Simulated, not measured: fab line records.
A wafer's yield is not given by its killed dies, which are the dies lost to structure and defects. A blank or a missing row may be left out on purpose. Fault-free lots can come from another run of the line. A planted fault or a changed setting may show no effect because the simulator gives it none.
fab line records -- flow n5Finfet -- part 2 of 2: steps 24 to 28 of 28
[record] lots = 5, wafers = 15, lastDay = 18
route steps=1938 shown BEOL_M10@1529 BEOL_M11@1536
lots untouched by any fault: they come from a run of this same line in which no faults occurred
startH: hours from the record's opening day to when the first of the lot's shown wafers began -- waitH: time in hours since the lot's previous step -- " repeats the value in the row above -- L1.1+2: one row covering several wafers at once -- - no value, or no start was given -- * or withheld: withheld -- < > ~ a bound
route shown NAME@n: names a module that has steps shown in the file, with the first one's number in the route -- usual: mean/standard deviation taken from wafers without a fault -- same: alike in all rows -- chamber/n: place in a boat -- sites: readings site by site -- _std_site: how widely they spread, as a standard deviation -- _edge_site: mean of outer sites minus mean of inner sites -- radiusMm: how far each site lies from the wafer's centre -- mask NAME#n: copy n -- behind: tool/chamber where the wafer was last shaped -- hold: the reason the lot was held/the length of the hold in hours/how it ended -- device: whichever transistor did not switch (one of n, p or np) -- end of line: the route-end tests of the same wafers -- a step with no rows: only its recipe -- killed: not the wafer's yield, but the dies lost to structure and defects at the first sort -- map: shows each die of a wafer: x if killed, . if not, _ if none is there
set.NAME: the setting as run; set.NAME@STEP: as run at that earlier step -- model.NAME: the simulator's own value behind a step, which no gauge read
certain route steps with their lots: each step a table, each wafer a row
services: from which hour (startH, from the record's first day; less than 0 if before it) a tool's chamber was out of use, for how many hours, and why
[[steps]]
[step N5_BEOL_M11_DESCUM_16]
[recipe] chemistry = O2, timeS = 7.9, sourcePowerW = 50, biasPowerW = 20, pressureMtorr = 20, rfFrequencyHz = 2.712e+07, tempC = 40, resist = CAR-ArF, o2FlowSccm = 225
[usual] drypumpMotorCurrentA = 5.8/0.69, oesProductAu = 0.75/0.055, rfVppV = 242.8/1.3, showerheadPlenumPTorr = 2.07/0.056, tempC = 40.00/0.11, throttleValvePct = 20.34/0.19
lot.wafer,tool,chamber,startH,waitH,drypumpMotorCurrentA,oesProductAu,rfHoursCounterH,rfVppV,showerheadPlenumPTorr,tempC,throttleValvePct
L081.1,rieDiel-03,0,279.31,0.0,6.4,0.79,116,244.2,2.10,39.88,20.22
L081.3,rieDiel-03,1,279.31,0.0,5.3,0.81,71,243.5,2.12,40.04,19.94
L081.5,rieDiel-03,2,279.31,0.0,6.6,0.74,-,241.6,2.01,40.10,20.61
L082.3,rieDiel-01,2,308.10,0.1,5.2,0.69,199,242.1,2.06,40.04,20.07
L082.4,rieDiel-01,0,308.10,0.1,5.6,0.77,155,243.6,2.10,40.07,20.57
L082.5,rieDiel-01,2,308.10,0.1,5.2,0.69,-,243.2,2.06,39.89,20.07
L086.2,rieDiel-01,3,323.17,0.1,6.4,0.82,76,241.4,2.04,39.96,20.42
L086.4,rieDiel-01,1,323.17,0.1,4.9,0.68,236,243.6,1.97,39.97,20.44
L086.6,rieDiel-01,1,323.17,0.1,4.9,0.67,-,241.5,1.97,39.96,20.46
L094.2,rieDiel-01,3,356.50,0.0,6.4,0.80,86,242.5,2.03,39.90,20.40
L094.3,rieDiel-01,1,356.50,0.0,4.9,0.67,246,241.6,1.97,39.98,20.47
L094.5,rieDiel-01,1,356.50,0.0,4.9,0.67,-,240.0,1.97,40.02,20.46
L092.1,rieDiel-03,2,373.88,0.2,6.6,0.71,231,241.3,1.99,39.91,20.67
L092.2,rieDiel-03,0,373.88,0.2,6.4,0.76,147,242.9,2.09,40.08,20.29
L092.4,rieDiel-03,2,373.88,0.2,6.6,0.72,-,241.3,1.99,40.00,20.67
[step N5_BEOL_M11_ETCH_61]
[recipe] chemistry = CF4, target = SiARC, targetDepthA = 390, maskMaterial = CAR-ArF, timeS = 65, ionEnergyEv = 80, pressureMtorr = 40, sourceW = 545, biasW = 36, Ar_flow_sccm = 100, cf4FlowSccm = 100, ends = cleared
[usual] biasW = 35.99/0.095, drypumpMotorCurrentA = 5.8/0.7, etchRfOnTimeS = 66.3/1.6, oesProductAu = 0.64/0.046, rfVppV = 183.8/1.1, showerheadPlenumPTorr = 2.12/0.052, throttleValvePct = 15.56/0.19
lot.wafer,tool,chamber,startH,waitH,biasW,drypumpMotorCurrentA,etchRfOnTimeS,oesProductAu,rfHoursCounterH,rfVppV,showerheadPlenumPTorr,throttleValvePct
L081.1,rieDiel-03,0,279.35,0.0,35.96,6.4,68.2,0.65,116,185.8,2.14,15.43
L081.3,rieDiel-03,1,279.35,0.0,36.05,5.3,64.9,0.70,71,185.4,2.17,15.19
L081.5,rieDiel-03,2,279.35,0.0,35.94,6.6,65.1,0.63,-,182.4,2.04,15.75
L082.3,rieDiel-01,2,308.14,0.0,35.94,5.2,68.0,0.58,199,184.1,2.13,15.47
L082.4,rieDiel-01,0,308.14,0.0,35.99,5.6,63.9,0.65,155,184.8,2.16,15.83
L082.5,rieDiel-01,2,308.14,0.0,36.01,5.2,67.5,0.58,-,183.9,2.13,15.46
L086.2,rieDiel-01,3,323.20,0.0,35.97,6.4,67.0,0.70,76,184.1,2.10,15.59
L086.4,rieDiel-01,1,323.20,0.0,36.02,4.9,68.7,0.57,236,182.2,2.03,15.75
L086.6,rieDiel-01,1,323.20,0.0,35.94,4.9,68.3,0.57,-,181.6,2.03,15.76
L094.2,rieDiel-01,3,356.54,0.0,35.71,6.4,65.7,0.69,86,182.2,2.09,15.61
L094.3,rieDiel-01,1,356.54,0.0,35.96,4.9,68.1,0.57,246,183.3,2.02,15.80
L094.5,rieDiel-01,1,356.54,0.0,35.94,4.9,68.1,0.56,-,183.5,2.03,15.78
L092.1,rieDiel-03,2,373.92,0.0,35.99,6.6,66.1,0.61,231,181.5,2.03,15.81
L092.2,rieDiel-03,0,373.92,0.0,35.91,6.4,68.9,0.62,147,184.7,2.13,15.48
L092.4,rieDiel-03,2,373.92,0.0,35.80,6.6,66.0,0.61,-,182.7,2.03,15.83
[step N5_BEOL_M11_ETCH_62]
[recipe] chemistry = N2/H2, target = SOC, targetDepthA = 1100, overetchA = 220, maskMaterial = SiARC, tempC = 40, timeS = 165, ionEnergyEv = 200, pressureMtorr = 30, sourceW = 840, biasW = 150, n2FlowSccm = 200, h2FlowSccm = 200
[usual] biasW = 150.0/0.47, drypumpMotorCurrentA = 5.8/0.7, h2FlowSccm = 199.9/0.57, oesProductAu = 0.64/0.044, rfVppV = 523.1/2, showerheadPlenumPTorr = 2.51/0.074, tempC = 40.01/0.11, throttleValvePct = 17.75/0.2
lot.wafer,tool,chamber,startH,waitH,biasW,drypumpMotorCurrentA,h2FlowSccm,oesProductAu,rfHoursCounterH,rfVppV,showerheadPlenumPTorr,tempC,throttleValvePct
L081.1,rieDiel-03,0,279.40,0.0,149.1,6.4,200.8,0.67,116,524.3,2.55,40.10,17.72
L081.3,rieDiel-03,1,279.40,0.0,150.1,5.4,199.6,0.69,72,525.0,2.57,40.00,17.27
L081.5,rieDiel-03,2,279.40,0.0,150.1,6.6,200.6,0.63,-,520.1,2.41,40.10,17.95
L082.3,rieDiel-01,2,308.19,0.0,149.5,5.2,200.7,0.60,199,523.9,2.52,39.96,17.63
L082.4,rieDiel-01,0,308.19,0.0,149.7,5.6,200.4,0.65,155,523.3,2.54,39.94,17.84
L082.5,rieDiel-01,2,308.19,0.0,150.8,5.2,200.9,0.59,-,523.6,2.52,39.87,17.62
L086.2,rieDiel-01,3,323.25,0.0,149.5,6.4,199.8,0.70,76,521.1,2.47,40.11,17.77
L086.4,rieDiel-01,1,323.25,0.0,151.2,4.9,200.3,0.58,237,520.5,2.39,40.19,17.95
L086.6,rieDiel-01,1,323.25,0.0,149.9,4.9,199.6,0.58,-,520.4,2.39,40.16,17.95
L094.2,rieDiel-01,3,356.59,0.0,150.4,6.5,199.3,0.69,86,521.8,2.47,40.13,17.81
L094.3,rieDiel-01,1,356.59,0.0,150.2,4.9,200.4,0.58,246,519.8,2.39,40.03,17.97
L094.5,rieDiel-01,1,356.59,0.0,149.8,4.9,200.3,0.58,-,520.6,2.39,39.91,17.95
L092.1,rieDiel-03,2,373.97,0.0,150.5,6.6,199.9,0.61,231,520.3,2.40,40.01,18.01
L092.2,rieDiel-03,0,373.97,0.0,151.1,6.4,200.6,0.64,147,525.2,2.54,40.07,17.79
L092.4,rieDiel-03,2,373.97,0.0,150.3,6.6,199.7,0.61,-,520.4,2.40,40.07,17.98
[step N5_BEOL_M11_STRIP_68]
[recipe] chemistry = N2/H2, tempC = 40, n2FlowSccm = 200, h2FlowSccm = 200, rfFrequencyHz = 6e+07
lot.wafer,tool,chamber,startH,waitH
L081.1+3+5,rieDiel-03,"0,1,2",279.54,0.1
L082.3+4+5,rieDiel-01,"2,0,2",308.33,0.1
L086.2+4+6,rieDiel-01,"3,1,1",323.39,0.1
L094.2+3+5,rieDiel-01,"3,1,1",356.72,0.1
L092.1+2+4,rieDiel-03,"2,0,2",374.10,0.1
[step N5_BEOL_M11_STRIP_67]
[recipe] chemistry = CF4, resist = SiARC, powerW = 300, biasPowerW = 75, pressureMtorr = 50, cf4FlowSccm = 150, rfFrequencyHz = 6e+07
[usual] drypumpMotorCurrentA = 5.8/0.7, oesProductAu = 0.75/0.052, powerW = 300.0/0.87, rfVppV = 270.7/1.3, showerheadPlenumPTorr = 1.78/0.044, throttleValvePct = 13.56/0.19
lot.wafer,tool,chamber,startH,waitH,drypumpMotorCurrentA,oesProductAu,powerW,rfHoursCounterH,rfVppV,showerheadPlenumPTorr,throttleValvePct
L081.1,rieDiel-03,0,279.55,0.0,6.4,0.79,299.7,116,269.5,1.80,13.43
L081.3,rieDiel-03,1,279.55,0.0,5.3,0.81,300.9,72,271.7,1.81,13.17
L081.5,rieDiel-03,2,279.55,0.0,6.6,0.74,299.4,-,268.9,1.71,13.76
L082.3,rieDiel-01,2,308.34,0.0,5.2,0.70,299.7,199,270.7,1.79,13.46
L082.4,rieDiel-01,0,308.34,0.0,5.6,0.77,299.2,155,270.3,1.81,13.79
L082.5,rieDiel-01,2,308.34,0.0,5.2,0.70,299.9,-,269.8,1.79,13.47
L086.2,rieDiel-01,3,323.40,0.0,6.4,0.83,301.0,76,271.7,1.76,13.54
L086.4,rieDiel-01,1,323.40,0.0,4.9,0.69,300.9,237,269.5,1.70,13.77
L086.6,rieDiel-01,1,323.40,0.0,4.9,0.68,300.9,-,267.7,1.70,13.77
L094.2,rieDiel-01,3,356.73,0.0,6.4,0.81,300.6,86,270.1,1.76,13.57
L094.3,rieDiel-01,1,356.73,0.0,4.9,0.68,300.8,246,270.4,1.70,13.78
L094.5,rieDiel-01,1,356.73,0.0,4.9,0.68,299.0,-,269.6,1.70,13.77
L092.1,rieDiel-03,2,374.11,0.0,6.7,0.72,300.4,231,270.9,1.70,13.82
L092.2,rieDiel-03,0,374.11,0.0,6.4,0.76,303.2,147,272.8,1.79,13.49
L092.4,rieDiel-03,2,374.11,0.0,6.6,0.72,300.1,-,270.3,1.70,13.84
[[services]]
tool,chamber,startH,hours,kind
pecvd-03,-,250.63,0.8,pm
arfiScanner-02,-,259.70,4.9,pm
arfiScanner-03,-,267.69,6.2,repair
arfiScanner-03,-,275.18,0.8,pm
arfiScanner-02,-,277.27,0.8,pm
pecvd-04,0,281.77,3.5,repair
pecvd-02,-,282.92,1.1,repair
rieDiel-03,1,292.57,11.4,repair
uvCure-01,-,296.42,5.3,repair
pecvd-04,-,299.57,1.2,repair
uvCure-02,-,307.08,2.8,pm
arfiScanner-03,-,319.02,0.4,repair
rtpAnneal-01,-,323.25,10.9,pm
arfiScanner-03,-,324.03,1.0,pm
arfiScanner-03,-,325.03,1.0,pm
rieDiel-03,3,329.30,4.3,repair
uvCure-01,-,338.91,1.0,pm
cmp-04,-,339.29,33.9,repair
pecvd-03,-,346.25,0.7,repair
rieDiel-03,3,348.00,1.3,repair
arfiScanner-02,-,350.42,1.3,pm
arfiScanner-03,-,359.36,4.9,pm
pecvd-04,-,366.38,0.9,repair
pecvd-02,-,368.91,5.5,pm
